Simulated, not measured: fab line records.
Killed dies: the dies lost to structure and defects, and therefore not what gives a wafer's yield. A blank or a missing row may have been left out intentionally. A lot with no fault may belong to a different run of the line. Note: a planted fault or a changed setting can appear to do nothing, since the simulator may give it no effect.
Chamber matching :: flow nandHarc :: 4 sister chambers for NHARC_HYBRID_BOND_ACTIVATE_00 on rieDiel-09
The step chemistry N2, time 60 s. 22 wafers are shown with their chamber, then 11 later ones without.

== WAFERS PAIRED WITH THEIR CHAMBERS ==
wafer: L230.2
chamber: 1
showerheadPlenumPTorr (Torr): 1.80
drypumpMotorCurrentA (A): 6.2
rfVppV (V): 64.8

wafer: L230.3
chamber: 3
showerheadPlenumPTorr (Torr): 1.67
drypumpMotorCurrentA (A): 5.6
rfVppV (V): 63.5

wafer: L230.6
chamber: 2
showerheadPlenumPTorr (Torr): 1.66
drypumpMotorCurrentA (A): 6.3
rfVppV (V): 63.1

wafer: L233.4
chamber: 0
showerheadPlenumPTorr (Torr): 1.77
drypumpMotorCurrentA (A): 5.5
rfVppV (V): 64.7

wafer: L233.5
chamber: 0
showerheadPlenumPTorr (Torr): 1.77
drypumpMotorCurrentA (A): 5.4
rfVppV (V): 64.9

wafer: L233.6
chamber: 3
showerheadPlenumPTorr (Torr): 1.67
drypumpMotorCurrentA (A): 5.7
rfVppV (V): 63.9

wafer: L235.1
chamber: 3
showerheadPlenumPTorr (Torr): 1.67
drypumpMotorCurrentA (A): 5.7
rfVppV (V): 63.6

wafer: L235.3
chamber: 1
showerheadPlenumPTorr (Torr): 1.80
drypumpMotorCurrentA (A): 6.2
rfVppV (V): 64.8

wafer: L235.4
chamber: 0
showerheadPlenumPTorr (Torr): 1.77
drypumpMotorCurrentA (A): 5.5
rfVppV (V): 63.5

wafer: L234.1
chamber: 2
showerheadPlenumPTorr (Torr): 1.66
drypumpMotorCurrentA (A): 6.3
rfVppV (V): 63.0

wafer: L234.2
chamber: 3
showerheadPlenumPTorr (Torr): 1.67
drypumpMotorCurrentA (A): 5.7
rfVppV (V): 64.1

wafer: L234.3
chamber: 1
showerheadPlenumPTorr (Torr): 1.80
drypumpMotorCurrentA (A): 6.2
rfVppV (V): 64.9

wafer: L237.2
chamber: 0
showerheadPlenumPTorr (Torr): 1.77
drypumpMotorCurrentA (A): 5.5
rfVppV (V): 64.6

wafer: L237.3
chamber: 2
showerheadPlenumPTorr (Torr): 1.66
drypumpMotorCurrentA (A): 6.3
rfVppV (V): 64.0

wafer: L237.5
chamber: 0
showerheadPlenumPTorr (Torr): 1.77
drypumpMotorCurrentA (A): 5.5
rfVppV (V): 64.9

wafer: L243.3
chamber: 2
showerheadPlenumPTorr (Torr): 1.66
drypumpMotorCurrentA (A): 6.3
rfVppV (V): 63.8

wafer: L243.4
chamber: 3
showerheadPlenumPTorr (Torr): 1.66
drypumpMotorCurrentA (A): 5.6
rfVppV (V): 63.9

wafer: L243.6
chamber: 2
showerheadPlenumPTorr (Torr): 1.66
drypumpMotorCurrentA (A): 6.3
rfVppV (V): 63.1

wafer: L246.2
chamber: 2
showerheadPlenumPTorr (Torr): 1.66
drypumpMotorCurrentA (A): 6.3
rfVppV (V): 62.2

wafer: L246.3
chamber: 3
showerheadPlenumPTorr (Torr): 1.66
drypumpMotorCurrentA (A): 5.7
rfVppV (V): 62.9

wafer: L246.5
chamber: 1
showerheadPlenumPTorr (Torr): 1.80
drypumpMotorCurrentA (A): 6.2
rfVppV (V): 63.9

wafer: L244.3
chamber: 2
showerheadPlenumPTorr (Torr): 1.66
drypumpMotorCurrentA (A): 6.3
rfVppV (V): 63.7

SIGNATURES (averages over the wafers above)
reading: showerheadPlenumPTorr
chamber 0: 1.7700
chamber 1: 1.8000
chamber 2: 1.6600
chamber 3: 1.6667
scatter within a chamber: 0.00272

reading: drypumpMotorCurrentA
chamber 0: 5.480
chamber 1: 6.200
chamber 2: 6.300
chamber 3: 5.667
scatter within a chamber: 0.0344

reading: rfVppV
chamber 0: 64.520
chamber 1: 64.600
chamber 2: 63.271
chamber 3: 63.650
scatter within a chamber: 0.538
Rule: a wafer lies at a distance from a chamber equal to the root of the sum of squares, over the readings, of (its reading less the chamber's mean, divided by the reading's scatter). If the next closest chamber is less than 2 further off than the closest, the wafer can't be placed; otherwise it belongs to the closest. The scatter: take each reading less its chamber's mean, square it, sum over the shown wafers, divide by the number of wafers less the number of chambers, and take the root.

== WAFERS WITH NO CHAMBER GIVEN ==
wafer: L244.4
showerheadPlenumPTorr (Torr): 1.66
drypumpMotorCurrentA (A): 5.7
rfVppV (V): 64.8

wafer: L244.6
showerheadPlenumPTorr (Torr): 1.66
drypumpMotorCurrentA (A): 6.3
rfVppV (V): 64.2

wafer: L248.4
showerheadPlenumPTorr (Torr): 1.66
drypumpMotorCurrentA (A): 6.3
rfVppV (V): 65.6

wafer: L248.5
showerheadPlenumPTorr (Torr): 1.80
drypumpMotorCurrentA (A): 6.2
rfVppV (V): 64.1

wafer: L248.6
showerheadPlenumPTorr (Torr): 1.66
drypumpMotorCurrentA (A): 5.7
rfVppV (V): 64.0

wafer: L251.2
showerheadPlenumPTorr (Torr): 1.77
drypumpMotorCurrentA (A): 5.5
rfVppV (V): 64.1

wafer: L251.5
showerheadPlenumPTorr (Torr): 1.66
drypumpMotorCurrentA (A): 6.3
rfVppV (V): 64.4

wafer: L251.6
showerheadPlenumPTorr (Torr): 1.66
drypumpMotorCurrentA (A): 5.7
rfVppV (V): 62.7

wafer: L252.2
showerheadPlenumPTorr (Torr): 1.77
drypumpMotorCurrentA (A): 5.5
rfVppV (V): 64.7

wafer: L252.3
showerheadPlenumPTorr (Torr): 1.66
drypumpMotorCurrentA (A): 6.3
rfVppV (V): 63.8

wafer: L252.5
showerheadPlenumPTorr (Torr): 1.66
drypumpMotorCurrentA (A): 6.3
rfVppV (V): 63.9

== WHICH CHAMBER EACH WENT THROUGH ==
wafer: L244.4
from the rows above: 3
in truth: 3

wafer: L244.6
from the rows above: 2
in truth: 2

wafer: L248.4
from the rows above: 2
in truth: 2

wafer: L248.5
from the rows above: 1
in truth: 1

wafer: L248.6
from the rows above: 3
in truth: 3

wafer: L251.2
from the rows above: 0
in truth: 0

wafer: L251.5
from the rows above: 2
in truth: 2

wafer: L251.6
from the rows above: 3
in truth: 3

wafer: L252.2
from the rows above: 0
in truth: 0

wafer: L252.3
from the rows above: 2
in truth: 2

wafer: L252.5
from the rows above: 2
in truth: 2
Correct placement for 11 of the 11. Number that these rows cannot place: 0. Placed wrongly: 0.
